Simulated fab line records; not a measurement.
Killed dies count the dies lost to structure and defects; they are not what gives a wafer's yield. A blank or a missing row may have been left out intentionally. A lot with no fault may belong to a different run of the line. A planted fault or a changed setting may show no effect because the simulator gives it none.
Chamber matching || flow n5_finfet || 4 sister chambers for N5_MOL_CONTACT_COAG_ETCH_59 on rie_diel-04
The step etches underlayer in N2/H2, target depth 13 nm, time 10.4 s. 14 wafers are shown with their chamber, then 7 later ones without.

== WAFERS PAIRED WITH THEIR CHAMBERS ==
{"wafer": "L083.3", "chamber": 0, "drypump_motor_current_A (A)": 6.2, "showerhead_plenum_p_Torr (Torr)": 2.61, "throttle_valve_pct (%)": 17.99}
{"wafer": "L083.4", "chamber": 1, "drypump_motor_current_A (A)": 6.2, "showerhead_plenum_p_Torr (Torr)": 2.50, "throttle_valve_pct (%)": 18.02}
{"wafer": "L083.5", "chamber": 1, "drypump_motor_current_A (A)": 6.3, "showerhead_plenum_p_Torr (Torr)": 2.50, "throttle_valve_pct (%)": 18.04}
{"wafer": "L087.1", "chamber": 3, "drypump_motor_current_A (A)": 5.5, "showerhead_plenum_p_Torr (Torr)": 2.61, "throttle_valve_pct (%)": 17.79}
{"wafer": "L087.4", "chamber": 1, "drypump_motor_current_A (A)": 6.2, "showerhead_plenum_p_Torr (Torr)": 2.50, "throttle_valve_pct (%)": 18.03}
{"wafer": "L087.6", "chamber": 2, "drypump_motor_current_A (A)": 5.5, "showerhead_plenum_p_Torr (Torr)": 2.53, "throttle_valve_pct (%)": 18.17}
{"wafer": "L088.1", "chamber": 2, "drypump_motor_current_A (A)": 5.5, "showerhead_plenum_p_Torr (Torr)": 2.53, "throttle_valve_pct (%)": 18.16}
{"wafer": "L088.2", "chamber": 1, "drypump_motor_current_A (A)": 6.3, "showerhead_plenum_p_Torr (Torr)": 2.50, "throttle_valve_pct (%)": 18.04}
{"wafer": "L088.4", "chamber": 2, "drypump_motor_current_A (A)": 5.5, "showerhead_plenum_p_Torr (Torr)": 2.53, "throttle_valve_pct (%)": 18.18}
{"wafer": "L090.2", "chamber": 3, "drypump_motor_current_A (A)": 5.5, "showerhead_plenum_p_Torr (Torr)": 2.60, "throttle_valve_pct (%)": 17.78}
{"wafer": "L090.3", "chamber": 2, "drypump_motor_current_A (A)": 5.6, "showerhead_plenum_p_Torr (Torr)": 2.53, "throttle_valve_pct (%)": 18.19}
{"wafer": "L090.6", "chamber": 3, "drypump_motor_current_A (A)": 5.5, "showerhead_plenum_p_Torr (Torr)": 2.60, "throttle_valve_pct (%)": 17.77}
{"wafer": "L091.1", "chamber": 0, "drypump_motor_current_A (A)": 6.2, "showerhead_plenum_p_Torr (Torr)": 2.60, "throttle_valve_pct (%)": 17.58}
{"wafer": "L091.3", "chamber": 2, "drypump_motor_current_A (A)": 5.6, "showerhead_plenum_p_Torr (Torr)": 2.52, "throttle_valve_pct (%)": 18.18}

SIGNATURES, as means of the wafers listed above
{"reading": "drypump_motor_current_A", "chamber 0": 6.200, "chamber 1": 6.250, "chamber 2": 5.540, "chamber 3": 5.500, "scatter within a chamber": 0.0469}
{"reading": "showerhead_plenum_p_Torr", "chamber 0": 2.6050, "chamber 1": 2.5000, "chamber 2": 2.5280, "chamber 3": 2.6033, "scatter within a chamber": 0.00443}
{"reading": "throttle_valve_pct", "chamber 0": 17.7850, "chamber 1": 18.0325, "chamber 2": 18.1760, "chamber 3": 17.7800, "scatter within a chamber": 0.0922}
Rule: for each reading, subtract the chamber's mean from the wafer's reading, divide by that reading's scatter and square the result; add these up over the readings and take the root, which gives the wafer's distance from the chamber. If the next closest chamber is less than 2 further off than the closest, the wafer can't be placed; otherwise it belongs to the closest. The scatter is the square root of a quotient: the sum, over the shown wafers, of each reading's squared deviation from its chamber's mean, divided by wafers minus chambers.

== WAFERS MISSING THEIR CHAMBER ==
{"wafer": "L091.6", "drypump_motor_current_A (A)": 5.5, "showerhead_plenum_p_Torr (Torr)": 2.60, "throttle_valve_pct (%)": 17.78}
{"wafer": "L093.3", "drypump_motor_current_A (A)": 5.5, "showerhead_plenum_p_Torr (Torr)": 2.52, "throttle_valve_pct (%)": 18.20}
{"wafer": "L093.4", "drypump_motor_current_A (A)": 6.2, "showerhead_plenum_p_Torr (Torr)": 2.60, "throttle_valve_pct (%)": 17.60}
{"wafer": "L093.5", "drypump_motor_current_A (A)": 5.5, "showerhead_plenum_p_Torr (Torr)": 2.60, "throttle_valve_pct (%)": 17.79}
{"wafer": "L095.4", "drypump_motor_current_A (A)": 6.2, "showerhead_plenum_p_Torr (Torr)": 2.49, "throttle_valve_pct (%)": 17.59}
{"wafer": "L095.5", "drypump_motor_current_A (A)": 5.5, "showerhead_plenum_p_Torr (Torr)": 2.60, "throttle_valve_pct (%)": 17.81}
{"wafer": "L095.6", "drypump_motor_current_A (A)": 5.5, "showerhead_plenum_p_Torr (Torr)": 2.52, "throttle_valve_pct (%)": 18.21}

== EACH ONE'S CHAMBER ==
{"wafer": "L091.6", "from the rows above": 3, "in truth": 3}
{"wafer": "L093.3", "from the rows above": 2, "in truth": 2}
{"wafer": "L093.4", "from the rows above": 0, "in truth": 0}
{"wafer": "L093.5", "from the rows above": 3, "in truth": 3}
{"wafer": "L095.4", "from the rows above": 1, "in truth": 1}
{"wafer": "L095.5", "from the rows above": 3, "in truth": 3}
{"wafer": "L095.6", "from the rows above": 2, "in truth": 2}
Placed correctly: 7 of 7. Not placeable from these rows: 0. 0 placed wrongly.
